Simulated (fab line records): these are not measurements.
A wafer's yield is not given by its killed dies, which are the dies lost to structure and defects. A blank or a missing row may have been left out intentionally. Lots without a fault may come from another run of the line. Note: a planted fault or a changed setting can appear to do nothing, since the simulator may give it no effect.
Which of the tools did it? -- flow n5 finfet -- 12 lots, 36 wafers sampled, at 4 steps of a route of 1938

== WHAT EACH GAUGE READ, for each wafer ==
The record holds no reading of a measuring or inspecting step that can be judged against a usual standard deviation.

== EACH LOT AND THE TOOL THAT RAN IT (in order: tool; ch and the chambers of the sampled wafers; start) ==
lot,N5_BEOL_M14_ECD_47,N5_PASSIVATION_DEGAS_18,N5_PASSIVATION_PECVD_35,N5_PASSIVATION_PROBE_49
L741,"ecd cu-01 ch 0,1, day 12 20:29","pvd sputter-03, day 13 19:05","pecvd-01 ch 0,2, day 13 21:13",-
L743,"ecd cu-01 ch 0,1, day 13 20:18","pvd sputter-01, day 14 13:35","pecvd-03 ch 0,1,2, day 14 15:43",-
L748,"ecd cu-01 ch 0,1, day 14 04:55","pvd sputter-02, day 14 21:20","pecvd-01 ch 0,2, day 14 23:56",-
L746,"ecd cu-01 ch 0,1, day 14 13:26","pvd sputter-01, day 15 05:05","pecvd-02 ch 0,1, day 15 07:04",-
L749,"ecd cu-01 ch 0,1, day 15 05:07","pvd sputter-02, day 15 21:53","pecvd-03 ch 0,2, day 16 00:01",-
L750,"ecd cu-01 ch 0,1, day 15 11:24","pvd sputter-03, day 16 03:23","pecvd-01 ch 0,1,2, day 16 05:26","prober-02, day 16 09:07"
L752,"ecd cu-01 ch 1, day 16 09:45","pvd sputter-02, day 17 04:19","pecvd-01 ch 0,1, day 17 06:19","prober-02, day 17 09:58"
L760,"ecd cu-02 ch 1, day 18 09:11","pvd sputter-01, day 19 00:22","pecvd-02 ch 1,2, day 19 02:59",-
L759,"ecd cu-01 ch 0,1, day 19 00:15","pvd sputter-01, day 19 23:05","pecvd-02 ch 0,1,2, day 20 01:11",-
L763,"ecd cu-01 ch 0,1, day 19 13:27","pvd sputter-03, day 20 03:14","pecvd-03 ch 0,1,2, day 20 05:24",-
L761,"ecd cu-02 ch 0,1, day 19 13:43","pvd sputter-01, day 20 03:09","pecvd-01 ch 1,2, day 20 05:14",-
L762,"ecd cu-01 ch 0,1, day 20 00:08","pvd sputter-03, day 20 16:48","pecvd-02 ch 0,2, day 20 19:04",-
- N5_BEOL_M14_ECD_47: material Cu, target thk 1248 nm.
- N5_PASSIVATION_DEGAS_18: time 60 s.
- N5_PASSIVATION_PECVD_35: deposits SiNx from SiH4/NH3/N2, target thk 700 nm, time 151.3 s.
- N5_PASSIVATION_PROBE_49

== AS READ BY THE TOOLS THEMSELVES (means over the sampled wafers that have a number; for cases with no such wafer, the mark the record gives instead) ==
N5_PASSIVATION_DEGAS_18. Usual: heater power w 439 W, standard deviation 59; susceptor temp C 300.01 C, standard deviation 0.2.
lot,tool,heater power w (W),susceptor temp C (C),flag
L741,pvd sputter-03,449,300.24,
L743,pvd sputter-01,416,299.95,
L748,pvd sputter-02,441,299.88,
L746,pvd sputter-01,451,299.97,
L749,pvd sputter-02,441,300.10,
L750,pvd sputter-03,437,299.99,
L752,pvd sputter-02,441,300.09,
L760,pvd sputter-01,452,299.86,
L759,pvd sputter-01,427,299.99,
L763,pvd sputter-03,390,299.88,
L761,pvd sputter-01,417,300.10,
L762,pvd sputter-03,469,299.86,

N5_PASSIVATION_PECVD_35. Usual: heater power outer w 187 W, standard deviation 81; heater power w 395 W, standard deviation 100; showerhead plenum p Torr 8.68 Torr, standard deviation 0.043; susceptor temp C 400.00 C, standard deviation 0.23; throttle valve pct 29.0 %, standard deviation 1.9.
lot,tool,heater power outer w (W),heater power w (W),showerhead plenum p Torr (Torr),susceptor temp C (C),throttle valve pct (%),flag
L741,pecvd-01,170,366,8.65,399.95,27.1,
L743,pecvd-03,271,493,8.67,400.07,29.5,
L748,pecvd-01,174,355,8.62,399.76,27.8,
L746,pecvd-02,102,323,8.71,400.16,31.4,
L749,pecvd-03,240,444,8.67,399.91,28.9,
L750,pecvd-01,165,369,8.66,399.82,28.4,
L752,pecvd-01,143,355,8.66,400.13,29.1,
L760,pecvd-02,128,346,8.69,399.81,27.9,
L759,pecvd-02,149,370,8.71,400.37,29.1,
L763,pecvd-03,243,455,8.69,400.27,29.6,
L761,pecvd-01,180,419,8.71,400.09,28.7,
L762,pecvd-02,102,292,8.70,400.15,30.3,

N5_PASSIVATION_PROBE_49. Usual: defect limited yield 90.9 %, standard deviation 1.3; killed_at_M0_to_M3 36, standard deviation 11; killed_at_M4_up 13, standard deviation 5.1; killed at contacts 14, standard deviation 4.9; killed at front end 41, standard deviation 10; killed at other 3.4, standard deviation 2.6; killed dies 107, standard deviation 16; killed on rim 14, standard deviation 4; killed open 70, standard deviation 11; killed short 36, standard deviation 7.8; sort_bin_5_function 5.4 %, standard deviation 0.84; sort_bin_6_memory 3.4 %, standard deviation 0.67; sort n pass 1073, standard deviation 16; sort yield pct 90.9 %, standard deviation 1.3.
lot,tool,defect limited yield (%),killed_at_M0_to_M3,killed_at_M4_up,killed at contacts,killed at front end,killed at other,killed dies,killed on rim,killed open,killed short,sort_bin_5_function (%),sort_bin_6_memory (%),sort n pass,sort yield pct (%),flag
L750,prober-02,73.6,26,231,17,35,2.3,311,41,58,27,16.4,8.0,869,73.6,OFF
L752,prober-02,36.7,28,687,8,22,1.7,747,96,46,21,41.1,17.1,433,36.7,OFF

== THE ANSWER, worked out from the rows above alone ==
Rule: lot off if the mean of its wafers having a number is beyond 3 standard deviations from the usual mean. A lot without any number at a reading at which 4 lots or more have one is off too. Where the step has rows for the other lots, those lots are counted as sound. After the gauges, taken in route order, come the tools' own readings; for these a lot's mean is taken, as printed above. The first step at which some lot is off is used, and at that step the reading that is off furthest; a lot without a number counts as furthest.
Off, at N5_PASSIVATION_PROBE_49 on killed_at_M4_up: L750, L752. Neither off nor sound, because the step has no rows for them: L741, L743, L748, L746, L749, L760, L759, L763, L761, L762.
If a tool, at that step or one of the process steps before it, ran each lot that is off and ran no sound lot following the first of them, it fits. Can't be told from this: 3 tools fit, ecd cu-01 at N5_BEOL_M14_ECD_47, pecvd-01 at N5_PASSIVATION_PECVD_35, prober-02 at N5_PASSIVATION_PROBE_49.

== WHAT THE SIMULATOR HAD INSERTED ==
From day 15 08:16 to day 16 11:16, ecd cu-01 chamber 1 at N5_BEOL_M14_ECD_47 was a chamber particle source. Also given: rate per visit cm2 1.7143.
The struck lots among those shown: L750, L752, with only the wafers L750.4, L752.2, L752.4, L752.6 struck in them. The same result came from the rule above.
